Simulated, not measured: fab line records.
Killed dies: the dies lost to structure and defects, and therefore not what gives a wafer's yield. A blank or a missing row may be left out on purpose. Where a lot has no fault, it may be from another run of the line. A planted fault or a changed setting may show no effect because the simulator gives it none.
fab line records | flow n5_finfet
record lots=8 | wafers=24 | last_day=18
route steps=1938 shown FIN_SAQP@134 BEOL_M4@1111 PASSIVATION@1936
lots with no fault: from the same line, run without faults
start_h: the number of hours between the record's first day and the start of the first shown wafer of the lot | wait_h: time in hours since the lot's previous step | " identical to the entry in the row above | L1.1+2: one row covering several wafers at once | - no value, or no start given | * or withheld: withheld | < > ~ a bound
route shown NAME@n: a module of which the file shows steps, and the number in the route of the first | usual: mean and standard deviation over wafers with no fault | same: alike in all rows | chamber/n: place in a boat | sites: per-site readings | _std_site: how widely they spread, as a standard deviation | _edge_site: outer sites' mean less inner sites' | radius_mm: how far each site lies from the wafer's centre | mask NAME#n: copy n | behind: the tool/chamber that last shaped the wafer | hold: reason for holding the lot/hours on hold/outcome of the hold | device: whichever transistor did not switch (one of n, p or np) | end of line: the same wafers' tests at the end of the route | where a step has no rows: the recipe by itself | killed: not the wafer's yield, but the dies lost to structure and defects at the first sort | map: a wafer's dies, x killed, . not, _ none there
set.NAME: setting as actually run; set.NAME@STEP: the setting as run at that earlier step | model.NAME: the simulator's own value behind a step, which no gauge read
one table for each step of the route and one row for each wafer, over a sample of lots
services: from which hour (start_h, from the record's first day; less than 0 if before it) a tool's chamber was out of use, for how many hours, and why
## steps
# step N5_FIN_SAQP_ETCH_69
# recipe chemistry=N2/H2 | target=SOC | target_depth_a=1500 | stop_on=SiNx | ion_energy_ev=100 | bias_w=61 | pressure_mtorr=30 | source_w=850 | n2_flow_sccm=200 | h2_flow_sccm=200
# usual bias_w=60.95/0.19 | chamber_pressure_mTorr=30.00/0.03 | drypump_motor_current_A=5.5/0.31 | n2_flow_sccm=199.9/0.56 | oes_product_au=0.83/0.096 | rf_vpp_V=241.2/1.2 | showerhead_plenum_p_Torr=2.59/0.071 | throttle_valve_pct=17.75/0.18
lot.wafer | tool        | chamber | start_h | wait_h | bias_w | chamber_pressure_mTorr | drypump_motor_current_A | n2_flow_sccm | oes_product_au | rf_hours_counter_h | rf_vpp_V | showerhead_plenum_p_Torr | throttle_valve_pct
L248.4    | rie_diel-02 | 2       | 44.33   | -      | 60.96  | 30.01                  | 5.5                     | 200.6        | 0.75           | 132                | 240.8    | 2.54                     | 17.62
L248.5    | "           | 1       | "       | "      | 60.94  | 30.00                  | 4.7                     | 200.3        | 0.86           | -                  | 240.2    | 2.58                     | 17.92
L248.6    | "           | 2       | "       | "      | 61.02  | 29.97                  | 5.5                     | 200.0        | 0.76           | -                  | 241.0    | 2.54                     | 17.62
L251.2    | rie_diel-02 | 1       | 64.94   | -      | 61.20  | 29.98                  | 4.7                     | 199.8        | 0.86           | 57                 | 241.3    | 2.58                     | 17.93
L251.3    | "           | 2       | "       | "      | 60.69  | 30.03                  | 5.5                     | 199.4        | 0.75           | 138                | 241.6    | 2.54                     | 17.63
L251.6    | "           | 3       | "       | "      | 60.44  | 30.02                  | 5.1                     | 199.4        | 0.76           | -                  | 240.1    | 2.66                     | 17.67
L254.2    | rie_diel-04 | 0       | 79.41   | -      | 60.78  | 29.99                  | 5.8                     | 199.8        | 0.73           | 186                | 240.0    | 2.52                     | 17.81
L254.3    | "           | 2       | "       | "      | 60.83  | 29.99                  | 5.4                     | 199.9        | 0.90           | 31                 | 242.6    | 2.60                     | 17.77
L254.6    | "           | 3       | "       | "      | 61.11  | 30.02                  | 5.7                     | 199.9        | 0.91           | -                  | 240.4    | 2.59                     | 17.68
L255.2    | rie_diel-04 | 1       | 85.24   | -      | 61.59  | 29.95                  | 5.4                     | 200.8        | 0.99           | 0                  | 241.5    | 2.50                     | 17.74
L255.3    | "           | 2       | "       | "      | 61.34  | 30.03                  | 5.4                     | 200.5        | 0.90           | 33                 | 241.5    | 2.60                     | 17.78
L255.4    | "           | 0       | "       | "      | 61.26  | 30.06                  | 5.7                     | 199.9        | 0.72           | 188                | 240.7    | 2.52                     | 17.82
L256.1    | rie_diel-01 | 3       | 90.89   | -      | 60.81  | 29.97                  | 5.7                     | 200.4        | 0.93           | 10                 | 240.5    | 2.50                     | 17.55
L256.2    | "           | 2       | "       | "      | 60.98  | 29.97                  | 6.1                     | 199.6        | 0.93           | 18                 | 242.0    | 2.70                     | 17.50
L256.3    | "           | 0       | "       | "      | 60.90  | 29.96                  | 5.3                     | 199.6        | 0.90           | 31                 | 243.7    | 2.70                     | 17.52
L257.4    | rie_diel-04 | 3       | 98.05   | -      | 61.02  | 30.05                  | 5.6                     | 200.8        | 0.89           | 26                 | 240.8    | 2.59                     | 17.70
L257.5    | "           | 3       | "       | "      | 61.10  | 29.93                  | 5.6                     | 200.5        | 0.89           | -                  | 241.2    | 2.59                     | 17.69
L257.6    | "           | 0       | "       | "      | 60.85  | 30.06                  | 5.8                     | 199.4        | 0.72           | -                  | 240.8    | 2.52                     | 17.82
L264.1    | rie_diel-01 | 2       | 138.99  | -      | 60.94  | 30.05                  | 6.1                     | 199.8        | 0.90           | 35                 | 244.3    | 2.69                     | 17.50
L264.3    | "           | 3       | "       | "      | 61.20  | 29.97                  | 5.7                     | 199.2        | 0.91           | 26                 | 240.2    | 2.49                     | 17.57
L264.6    | "           | 3       | "       | "      | 60.92  | 29.96                  | 5.7                     | 200.3        | 0.89           | -                  | 240.1    | 2.49                     | 17.56
L268.1    | rie_diel-04 | 1       | 166.05  | -      | 60.95  | 30.02                  | 5.4                     | 200.1        | 0.89           | 30                 | 239.3    | 2.49                     | 17.79
L268.3    | "           | 0       | "       | "      | 60.87  | 30.05                  | 5.8                     | 199.8        | 0.71           | 217                | 240.2    | 2.51                     | 17.87
L268.6    | "           | 1       | "       | "      | 60.93  | 29.98                  | 5.4                     | 199.4        | 0.88           | -                  | 240.4    | 2.49                     | 17.79
# step N5_FIN_SAQP_HM_OPEN_33
# recipe chemistry=CH3F/O2 | target=SiNx | mask_material=SiO2 | target_depth_a=494 | time_s=70.6 | pressure_mtorr=30 | source_w=395 | bias_w=73 | Ar_flow_sccm=150 | CH3F_flow_sccm=30 | O2_flow_sccm=20 | ion_energy_ev=120 | ends=cleared
# usual drypump_motor_current_A=5.6/0.3 | etch_rf_on_time_s=68.3/1.3 | oes_product_au=0.72/0.089 | rf_vpp_V=298/4.5 | showerhead_plenum_p_Torr=2.05/0.059 | throttle_valve_pct=16.27/0.19
lot.wafer | tool        | chamber | start_h | wait_h | drypump_motor_current_A | etch_rf_on_time_s | oes_product_au | rf_hours_counter_h | rf_vpp_V | showerhead_plenum_p_Torr | throttle_valve_pct
L248.4    | rie_diel-04 | 3       | 45.69   | 0.1    | 5.6                     | 68.7              | 0.83           | 4                  | 297      | 2.05                     | 16.21
L248.5    | "           | 2       | "       | "      | 5.4                     | 69.7              | 0.81           | -                  | 292      | 2.05                     | 16.22
L248.6    | "           | 1       | "       | "      | 5.4                     | 71.9              | 0.57           | -                  | 292      | 1.97                     | 16.60
L251.2    | rie_diel-04 | 3       | 66.65   | 0.0    | 5.6                     | 68.0              | 0.79           | 14                 | 297      | 2.05                     | 16.24
L251.3    | "           | 2       | "       | "      | 5.4                     | 67.4              | 0.78           | 26                 | 292      | 2.05                     | 16.26
L251.6    | "           | 0       | "       | "      | 5.7                     | 69.6              | 0.64           | -                  | 296      | 1.99                     | 16.45
L254.2    | rie_diel-04 | 2       | 80.51   | 0.1    | 5.4                     | 68.3              | 0.78           | 32                 | 293      | 2.04                     | 16.26
L254.3    | "           | 0       | "       | "      | 5.7                     | 68.0              | 0.62           | 187                | 294      | 1.98                     | 16.45
L254.6    | "           | 2       | "       | "      | 5.4                     | 68.9              | 0.79           | -                  | 293      | 2.04                     | 16.28
L255.2    | rie_diel-02 | 2       | 86.14   | 0.1    | 5.5                     | 69.8              | 0.65           | 146                | 303      | 2.00                     | 16.23
L255.3    | "           | 1       | "       | "      | 4.7                     | 68.2              | 0.73           | 65                 | 298      | 2.03                     | 16.50
L255.4    | "           | 0       | "       | "      | 5.7                     | 67.8              | 0.62           | 193                | 299      | 2.06                     | 16.69
L256.1    | rie_diel-01 | 0       | 91.93   | 0.1    | 5.3                     | 66.4              | 0.79           | 31                 | 306      | 2.12                     | 16.03
L256.2    | "           | 1       | "       | "      | 5.9                     | 66.1              | 0.61           | 192                | 299      | 2.07                     | 16.39
L256.3    | "           | 2       | "       | "      | 6.1                     | 65.2              | 0.81           | 19                 | 303      | 2.13                     | 16.03
L257.4    | rie_diel-04 | 0       | 99.62   | 0.1    | 5.7                     | 68.7              | 0.62           | 193                | 296      | 1.98                     | 16.48
L257.5    | "           | 2       | "       | "      | 5.4                     | 67.8              | 0.77           | -                  | 292      | 2.04                     | 16.28
L257.6    | "           | 3       | "       | "      | 5.6                     | 67.4              | 0.76           | -                  | 296      | 2.04                     | 16.26
L264.1    | rie_diel-04 | 2       | 139.99  | 0.0    | 5.4                     | 67.4              | 0.75           | 54                 | 292      | 2.04                     | 16.30
L264.3    | "           | 0       | "       | "      | 5.7                     | 69.3              | 0.61           | 207                | 295      | 1.98                     | 16.49
L264.6    | "           | 1       | "       | "      | 5.4                     | 70.1              | 0.78           | -                  | 294      | 1.96                     | 16.18
L268.1    | rie_diel-01 | 3       | 168.38  | 0.1    | 5.7                     | 68.6              | 0.76           | 37                 | 294      | 1.95                     | 16.13
L268.3    | "           | 2       | "       | "      | 6.1                     | 68.7              | 0.76           | 47                 | 303      | 2.12                     | 16.10
L268.6    | "           | 3       | "       | "      | 5.7                     | 70.3              | 0.76           | -                  | 295      | 1.95                     | 16.13
# step N5_FIN_SAQP_ETCH_34
# recipe chemistry=C4F6/O2 | target=SiO2 | target_depth_a=450 | time_s=15 | ion_energy_ev=250 | pressure_mtorr=30 | source_w=345 | bias_w=185 | Ar_flow_sccm=300 | C4F6_flow_sccm=10 | O2_flow_sccm=10 | ends=cleared
# usual C4F6_flow_sccm=9.998/0.028 | O2_flow_sccm=10.00/0.03 | drypump_motor_current_A=5.6/0.3 | etch_rf_on_time_s=14.85/0.18 | oes_product_au=0.72/0.088 | rf_vpp_V=666/10 | showerhead_plenum_p_Torr=2.91/0.08 | throttle_valve_pct=21.01/0.16
lot.wafer | tool        | chamber | start_h | wait_h | C4F6_flow_sccm | O2_flow_sccm | drypump_motor_current_A | etch_rf_on_time_s | oes_product_au | rf_hours_counter_h | rf_vpp_V | showerhead_plenum_p_Torr | throttle_valve_pct
L248.4    | rie_diel-04 | 3       | 45.76   | 0.0    | 9.951          | 10.02        | 5.6                     | 14.75             | 0.83           | 5                  | 662      | 2.91                     | 21.00
L248.5    | "           | 2       | "       | "      | 9.948          | 10.02        | 5.4                     | 14.65             | 0.81           | -                  | 654      | 2.91                     | 21.01
L248.6    | "           | 1       | "       | "      | 10.012         | 10.04        | 5.4                     | 15.10             | 0.58           | -                  | 652      | 2.80                     | 21.29
L251.2    | rie_diel-04 | 3       | 66.72   | 0.0    | 10.004         | 9.97         | 5.6                     | 14.66             | 0.80           | 14                 | 661      | 2.91                     | 21.03
L251.3    | "           | 2       | "       | "      | 10.016         | 9.98         | 5.5                     | 14.78             | 0.79           | 26                 | 654      | 2.91                     | 21.02
L251.6    | "           | 0       | "       | "      | 10.004         | 10.05        | 5.7                     | 14.97             | 0.63           | -                  | 662      | 2.82                     | 21.12
L254.2    | rie_diel-04 | 2       | 80.58   | 0.0    | 9.985          | 9.95         | 5.4                     | 14.78             | 0.78           | 32                 | 654      | 2.91                     | 21.06
L254.3    | "           | 0       | "       | "      | 10.027         | 10.01        | 5.7                     | 15.02             | 0.63           | 187                | 660      | 2.82                     | 21.12
L254.6    | "           | 2       | "       | "      | 10.006         | 10.00        | 5.4                     | 14.70             | 0.78           | -                  | 654      | 2.90                     | 21.02
L255.2    | rie_diel-02 | 2       | 86.21   | 0.0    | 9.994          | 10.00        | 5.5                     | 15.11             | 0.63           | 146                | 681      | 2.85                     | 20.94
L255.3    | "           | 1       | "       | "      | 10.003         | 10.06        | 4.7                     | 14.87             | 0.73           | 65                 | 666      | 2.89                     | 21.28
L255.4    | "           | 0       | "       | "      | 10.024         | 10.04        | 5.7                     | 14.96             | 0.61           | 193                | 667      | 2.93                     | 21.38
L256.1    | rie_diel-01 | 0       | 92.00   | 0.0    | 10.015         | 10.00        | 5.3                     | 14.65             | 0.79           | 31                 | 686      | 3.01                     | 20.79
L256.2    | "           | 1       | "       | "      | 9.992          | 9.98         | 5.9                     | 14.70             | 0.61           | 192                | 669      | 2.95                     | 21.12
L256.3    | "           | 2       | "       | "      | 9.983          | 9.97         | 6.1                     | 14.52             | 0.80           | 19                 | 678      | 3.02                     | 20.81
L257.4    | rie_diel-04 | 0       | 99.69   | 0.0    | 10.007         | 10.02        | 5.7                     | 15.20             | 0.62           | 193                | 662      | 2.82                     | 21.12
L257.5    | "           | 2       | "       | "      | 10.040         | 10.00        | 5.4                     | 14.94             | 0.76           | -                  | 654      | 2.90                     | 21.05
L257.6    | "           | 3       | "       | "      | 9.999          | 9.95         | 5.6                     | 14.96             | 0.76           | -                  | 661      | 2.90                     | 21.05
L264.1    | rie_diel-04 | 2       | 140.06  | 0.0    | 10.004         | 10.03        | 5.4                     | 14.71             | 0.76           | 54                 | 654      | 2.89                     | 21.08
L264.3    | "           | 0       | "       | "      | 9.940          | 9.96         | 5.7                     | 15.13             | 0.61           | 207                | 662      | 2.81                     | 21.16
L264.6    | "           | 1       | "       | "      | 10.026         | 10.04        | 5.4                     | 14.75             | 0.78           | -                  | 653      | 2.79                     | 20.97
L268.1    | rie_diel-01 | 3       | 168.44  | 0.0    | 9.971          | 10.04        | 5.7                     | 14.92             | 0.75           | 37                 | 659      | 2.78                     | 20.89
L268.3    | "           | 2       | "       | "      | 10.038         | 10.03        | 6.1                     | 14.72             | 0.76           | 47                 | 676      | 3.01                     | 20.85
L268.6    | "           | 3       | "       | "      | 10.018         | 9.99         | 5.7                     | 14.83             | 0.76           | -                  | 660      | 2.78                     | 20.87
# step N5_FIN_SAQP_ETCH_64
# recipe chemistry=CF4 | target=SiO2 | target_depth_a=15 | ion_energy_ev=350 | pressure_mtorr=10 | icp_w=800 | bias_w=400 | cf4_flow_sccm=80
# usual bias_w=399.9/1.3 | cf4_flow_sccm=80.03/0.25 | drypump_motor_current_A=5.6/0.44 | oes_product_au=1.000/0.011 | throttle_valve_pct=21.79/0.19
lot.wafer | tool      | chamber | start_h | wait_h | bias_w | cf4_flow_sccm | drypump_motor_current_A | oes_product_au | rf_hours_counter_h | throttle_valve_pct
L248.4    | rie_si-01 | 3       | 45.96   | 0.0    | 400.8  | 80.17         | 4.7                     | 0.988          | 40                 | 21.87
L248.5    | "         | 0       | "       | "      | 402.4  | 79.92         | 6.1                     | 0.994          | -                  | 21.82
L248.6    | "         | 1       | "       | "      | 401.3  | 79.56         | 5.8                     | 1.002          | -                  | 21.71
L251.2    | rie_si-02 | 1       | 66.92   | 0.0    | 400.4  | 80.28         | 6.0                     | 1.021          | 142                | 21.69
L251.3    | "         | 0       | "       | "      | 399.7  | 79.97         | 5.7                     | 1.005          | 98                 | 21.84
L251.6    | "         | 0       | "       | "      | 398.7  | 79.93         | 5.7                     | 0.997          | -                  | 21.82
L254.2    | rie_si-01 | 2       | 80.78   | 0.0    | 399.2  | 80.11         | 5.3                     | 1.002          | 105                | 21.58
L254.3    | "         | 1       | "       | "      | 402.3  | 79.99         | 5.7                     | 1.012          | 19                 | 21.71
L254.6    | "         | 1       | "       | "      | 401.3  | 80.13         | 5.7                     | 1.010          | -                  | 21.71
L255.2    | rie_si-01 | 2       | 86.41   | 0.0    | -      | -             | -                       | -              | -                  | -
L255.3    | "         | 0       | "       | "      | -      | -             | -                       | -              | -                  | -
L255.4    | "         | 3       | "       | "      | -      | -             | -                       | -              | -                  | -
L256.1    | rie_si-01 | 0       | 92.20   | 0.0    | -      | -             | -                       | -              | -                  | -
L256.2    | "         | 3       | "       | "      | -      | -             | -                       | -              | -                  | -
L256.3    | "         | 2       | "       | "      | -      | -             | -                       | -              | -                  | -
L257.4    | rie_si-01 | 3       | 99.89   | 0.0    | 401.9  | 80.11         | 4.7                     | 1.005          | 40                 | 21.87
L257.5    | "         | 1       | "       | "      | 399.8  | 80.14         | 5.7                     | 1.011          | -                  | 21.72
L257.6    | "         | 2       | "       | "      | 400.3  | 79.67         | 5.3                     | 0.990          | -                  | 21.57
L264.1    | rie_si-02 | 0       | 140.25  | 0.0    | 398.7  | 80.19         | 5.7                     | 1.022          | 100                | 21.84
L264.3    | "         | 1       | "       | "      | 399.7  | 79.92         | 5.9                     | 1.023          | 144                | 21.67
L264.6    | "         | 1       | "       | "      | 402.0  | 80.25         | 5.9                     | 1.005          | -                  | 21.70
L268.1    | rie_si-01 | 3       | 168.64  | 0.0    | 400.4  | 79.39         | 4.7                     | 0.992          | 42                 | 21.88
L268.3    | "         | 0       | "       | "      | 398.7  | 79.71         | 6.2                     | 1.009          | 157                | 21.83
L268.6    | "         | 3       | "       | "      | 399.0  | 79.50         | 4.7                     | 1.000          | -                  | 21.89
# step N5_BEOL_M4_RC_MEAS_101
# usual DIBL_N=36.2/1.2 | DIBL_P=36.3/1.3 | IOFF_N=0.155/0.019 | IOFF_P=0.210/0.029 | ION_N=677/8.6 | ION_P=465/6.8 | SS_N=71.4/0.48 | SS_P=73.2/0.53 | VT_N=249.9/2.4 | VT_P=-250/3.2
lot.wafer | tool      | chamber | start_h | wait_h | DIBL_N[mV/V] | DIBL_P[mV/V] | IOFF_N[nA/um] | IOFF_P[nA/um] | ION_N[uA/um] | ION_P[uA/um] | SS_N[mV/dec] | SS_P[mV/dec] | VT_N[mV] | VT_P[mV]
L248.4    | prober-01 | 0       | 188.14  | 0.5    | 34.5         | 35.1         | 0.138         | 0.196         | 682          | 470          | 70.4         | 73.4         | 250.0    | -249
L248.5    | "         | 0       | "       | "      | 34.6         | 34.9         | 0.140         | 0.194         | 670          | 465          | 70.7         | 72.7         | 251.1    | -251
L248.6    | "         | 0       | "       | "      | 34.0         | 34.1         | 0.121         | 0.177         | 664          | 456          | 70.3         | 72.9         | 253.0    | -254
L251.2    | prober-02 | 0       | 216.28  | 0.2    | 35.7         | 36.7         | 0.176         | 0.239         | 682          | 470          | 71.8         | 72.9         | 251.2    | -250
L251.3    | "         | 0       | "       | "      | 34.8         | 35.9         | 0.147         | 0.219         | 680          | 474          | 70.9         | 74.0         | 250.3    | -252
L251.6    | "         | 0       | "       | "      | 33.7         | 34.1         | 0.128         | 0.190         | 681          | 467          | 70.7         | 73.0         | 250.1    | -250
L254.2    | prober-01 | 0       | 224.86  | 0.2    | 37.3         | 38.1         | 0.192         | 0.255         | 688          | 467          | 71.8         | 74.0         | 248.3    | -245
L254.3    | "         | 0       | "       | "      | 35.2         | 36.1         | 0.156         | 0.230         | 674          | 461          | 71.5         | 73.6         | 248.8    | -245
L254.6    | "         | 0       | "       | "      | 35.7         | 36.5         | 0.164         | 0.228         | 676          | 467          | 71.1         | 72.9         | 248.3    | -249
L257.4    | prober-01 | 0       | 261.68  | 0.5    | 35.9         | 36.1         | 0.138         | 0.197         | 662          | 462          | 71.7         | 73.6         | 251.8    | -250
L257.5    | "         | 0       | "       | "      | 34.9         | 34.8         | 0.127         | 0.173         | 664          | 461          | 71.5         | 72.1         | 252.5    | -252
L257.6    | "         | 0       | "       | "      | 37.9         | 38.3         | 0.181         | 0.234         | 681          | 466          | 72.2         | 73.4         | 248.7    | -250
L264.1    | prober-02 | 0       | 284.92  | 0.0    | 35.8         | 36.8         | 0.170         | 0.225         | 678          | 472          | 71.5         | 73.3         | 245.8    | -248
L264.3    | "         | 0       | "       | "      | 35.6         | 36.4         | 0.158         | 0.217         | 681          | 469          | 71.2         | 73.2         | 249.6    | -248
L264.6    | "         | 0       | "       | "      | 34.0         | 34.9         | 0.139         | 0.197         | 679          | 467          | 70.5         | 73.4         | 247.4    | -249
L268.1    | prober-02 | 0       | 322.78  | 0.0    | 35.4         | 33.4         | 0.128         | 0.159         | 657          | 451          | 70.9         | 72.4         | 252.2    | -254
L268.3    | "         | 0       | "       | "      | 36.9         | 35.5         | 0.159         | 0.188         | 673          | 459          | 71.7         | 72.8         | 250.4    | -251
L268.6    | "         | 0       | "       | "      | 37.4         | 36.0         | 0.164         | 0.199         | 674          | 458          | 71.9         | 73.6         | 249.7    | -252
# step N5_PASSIVATION_PROBE_49
# usual defect_limited_yield=91.2/1.4 | killed_at_M0_to_M3=34/10 | killed_at_M4_up=13/5.1 | killed_at_contacts=12/6.5 | killed_at_front_end=41/11 | killed_at_other=4/3.3 | killed_dies=104/16 | killed_on_rim=14/3.9 | killed_open=69/13 | killed_short=33/7 | sort_bin_5_function=5.1/0.91 | sort_bin_6_memory=3.3/0.69 | sort_n_pass=1076/16 | sort_yield_pct=91.2/1.4
# same gross_dies=1180 | killed_at_back_side=0 | sort_bin_4_leakage[%]=0 | sort_bin_8_speed[%]=0
lot.wafer | tool      | chamber | start_h | wait_h | defect_limited_yield[%] | killed_at_M0_to_M3 | killed_at_M4_up | killed_at_contacts | killed_at_front_end | killed_at_other | killed_dies | killed_on_rim | killed_open | killed_short | sort_bin_5_function[%] | sort_bin_6_memory[%] | sort_n_pass | sort_yield_pct[%]
L254.2    | prober-01 | -       | 328.32  | 0.1    | 91.9                    | 27                 | 9               | 21                 | 36                  | 3               | 96          | 19            | 70          | 25           | 4.7                    | 3.1                  | 1084        | 91.9
L254.3    | prober-01 | -       | 328.37  | 0.1    | 91.7                    | 47                 | 8               | 10                 | 32                  | 1               | 98          | 10            | 69          | 29           | 5.0                    | 2.7                  | 1082        | 91.7
L254.6    | prober-01 | -       | 328.52  | 0.3    | 94.1                    | 34                 | 6               | 9                  | 16                  | 5               | 70          | 12            | 42          | 25           | 3.3                    | 2.1                  | 1110        | 94.1
L255.2    | prober-02 | -       | 344.05  | 0.1    | 0                       | 36                 | 12              | 13                 | 1118                | 1               | 1180        | 152           | 67          | 25           | 97.5                   | 2.4                  | 0           | 0
L255.3    | prober-02 | -       | 344.10  | 0.1    | 0                       | 38                 | 18              | 8                  | 1114                | 2               | 1180        | 152           | 65          | 31           | 96.9                   | 2.9                  | 0           | 0
L255.4    | prober-02 | -       | 344.15  | 0.2    | 0                       | 26                 | 13              | 14                 | 1122                | 5               | 1180        | 152           | 64          | 30           | 96.4                   | 3.6                  | 0           | 0
L256.1    | prober-02 | -       | 356.59  | 0.0    | 0                       | 49                 | 22              | 2                  | 1106                | 1               | 1180        | 152           | 61          | 38           | 96.9                   | 2.9                  | 0           | 0
L256.2    | prober-02 | -       | 356.64  | 0.1    | 0                       | 50                 | 17              | 8                  | 1102                | 3               | 1180        | 152           | 65          | 42           | 96.4                   | 3.3                  | 0           | 0
L256.3    | prober-02 | -       | 356.69  | 0.1    | 0                       | 30                 | 17              | 6                  | 1125                | 2               | 1180        | 152           | 57          | 27           | 96.9                   | 3.0                  | 0           | 0
# killed by level:class
L254.2 MOL_CONTACT_COAG:geometric_particle:open=17 BEOL_M2:geometric_particle:open=9 GATE_CUT:geometric_particle:open=6 ILD0:geometric_particle:open=5 BEOL_M0_SAQP:geometric_particle:open=5 BEOL_M0_SAQP:geometric_particle:short=5 BEOL_M4:geometric_particle:open=5 FIN_SAQP:geometric_particle:open=4
L254.3 BEOL_M2:geometric_particle:open=18 MOL_CONTACT_COAG:geometric_particle:open=9 BEOL_M0_SAQP:geometric_particle:open=8 FIN_SAQP:geometric_particle:short=7 BEOL_M0_SAQP:geometric_particle:short=7 STI_FIN_REVEAL:geometric_particle:open=5 BEOL_M3:geometric_particle:open=5 GATE_CUT:geometric_particle:short=4
L254.6 BEOL_M0_SAQP:geometric_particle:open=7 BEOL_M0_SAQP:geometric_particle:short=7 MOL_CONTACT_COAG:geometric_particle:open=6 BEOL_M2:geometric_particle:open=6 STI_FIN_REVEAL:geometric_particle:open=4 MOL_CONTACT_COAG:geometric_particle:short=3 BEOL_M0:geometric_particle:open=3 BEOL_M0:geometric_particle:short=3
L255.2 FIN_SAQP:area_etch=1087 BEOL_M3:geometric_particle:open=12 MOL_CONTACT_COAG:geometric_particle:open=11 STI_FIN_REVEAL:geometric_particle:open=7 STI_FIN_REVEAL:geometric_particle:short=6 BEOL_M2:geometric_particle:open=6 BEOL_M4:geometric_particle:open=5 FIN_SAQP:geometric_particle:open=4
L255.3 FIN_SAQP:area_etch=1084 BEOL_M3:geometric_particle:open=13 MOL_CONTACT_COAG:geometric_particle:open=7 BEOL_M4:geometric_particle:open=7 FIN_SAQP:geometric_particle:open=6 BEOL_M0:geometric_particle:open=6 BEOL_M1:geometric_particle:open=5 STARTING-WAFER:geometric_particle:short=5
L255.4 FIN_SAQP:area_etch=1086 STI_FIN_REVEAL:geometric_particle:open=14 MOL_CONTACT_COAG:geometric_particle:open=10 BEOL_M0_SAQP:geometric_particle:short=8 DUMMY_GATE:geometric_particle:open=6 BEOL_M2:geometric_particle:open=6 MOL_CONTACT_COAG:geometric_particle:short=4 BEOL_M0_SAQP:geometric_particle:open=4
L256.1 FIN_SAQP:area_etch=1081 BEOL_M3:geometric_particle:open=14 BEOL_M0_SAQP:geometric_particle:short=9 BEOL_M4:geometric_particle:open=7 BEOL_M1:geometric_particle:open=6 BEOL_M2:geometric_particle:open=6 FIN_SAQP:geometric_particle:short=5 BEOL_M0:geometric_particle:open=4
L256.2 FIN_SAQP:area_etch=1073 BEOL_M4:geometric_particle:open=11 BEOL_M0_SAQP:geometric_particle:short=9 BEOL_M1:geometric_particle:short=9 BEOL_M2:geometric_particle:open=8 BEOL_M1:geometric_particle:open=7 BEOL_M3:geometric_particle:open=7 BEOL_M0_SAQP:geometric_particle:open=6
L256.3 FIN_SAQP:area_etch=1096 BEOL_M4:geometric_particle:open=10 BEOL_M2:geometric_particle:open=6 BEOL_M0_SAQP:geometric_particle:short=6 STI_FIN_REVEAL:geometric_particle:open=5 MOL_CONTACT_COAG:geometric_particle:open=5 BEOL_M3:geometric_particle:open=5 BEOL_M0_SAQP:geometric_particle:open=4
## services
tool        | chamber | start_h | hours | kind
rie_diel-01 | 2       | 24.16   | -     | clean
rie_diel-01 | 2       | 24.16   | -     | consumable_replace:focus_ring
rie_diel-01 | 2       | 24.16   | -     | consumable_replace:showerhead
rie_diel-01 | 2       | 24.16   | 20.6  | scheduled_down
rie_diel-01 | 2       | 24.16   | 20.6  | vent_cycle
rie_si-02   | 3       | 27.73   | 6.7   | repair
rie_diel-04 | 0       | 37.44   | 4.8   | repair
rie_si-02   | 3       | 38.60   | 2.0   | repair
rie_diel-01 | 3       | 44.76   | -     | clean
rie_diel-01 | 3       | 44.76   | -     | consumable_replace:focus_ring
rie_diel-01 | 3       | 44.76   | 18.8  | scheduled_down
rie_diel-01 | 3       | 44.76   | 18.8  | vent_cycle
rie_diel-04 | 1       | 51.96   | -     | clean
rie_diel-04 | 1       | 51.96   | -     | consumable_replace:focus_ring
rie_diel-04 | 1       | 51.96   | 30.9  | scheduled_down
rie_diel-04 | 1       | 51.96   | 30.9  | vent_cycle
rie_si-02   | 2       | 75.73   | -     | clean
rie_diel-04 | -       | 89.16   | 0.4   | repair
rie_diel-02 | 0       | 113.52  | 7.3   | repair
rie_diel-01 | 1       | 136.85  | 10.3  | repair
rie_diel-02 | 1       | 137.28  | 9.5   | repair
rie_diel-04 | 3       | 144.66  | 14.2  | repair
rie_diel-02 | -       | 159.50  | 1.4   | repair
rie_si-02   | -       | 161.79  | 2.8   | pm
## key
first_sign step=N5_FIN_SAQP_ETCH_64 | reading=tool_record | direction=missing
effect step=N5_PASSIVATION_PROBE_49 | reading=sort_bin_5_function | direction=up | sigmas=99+ | usual=5.1 | struck=96.8
more_kills_born_at N5_FIN_SAQP_ETCH_64@rie_si-01=6507
met_at N5_FIN_SAQP_ETCH_64
struck_lots L255,L256
later_rows_left_out L255.2,L255.3,L255.4,L256.1,L256.2,L256.3
not_acting_at N5_FIN_SAQP_ETCH_69,N5_FIN_SAQP_HM_OPEN_33,N5_FIN_SAQP_ETCH_34
onset_between 80.78 86.41
fault kind=skipped_step_whole | tool=rie_si-01 | chamber=- | onset_h=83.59 | steps=N5_FIN_SAQP_ETCH_64 | scope=struck_lots_only
# later_rows_left_out: the simulator's readings of these wafers behind a module that went badly wrong aren't trusted and aren't shown, but for the sort
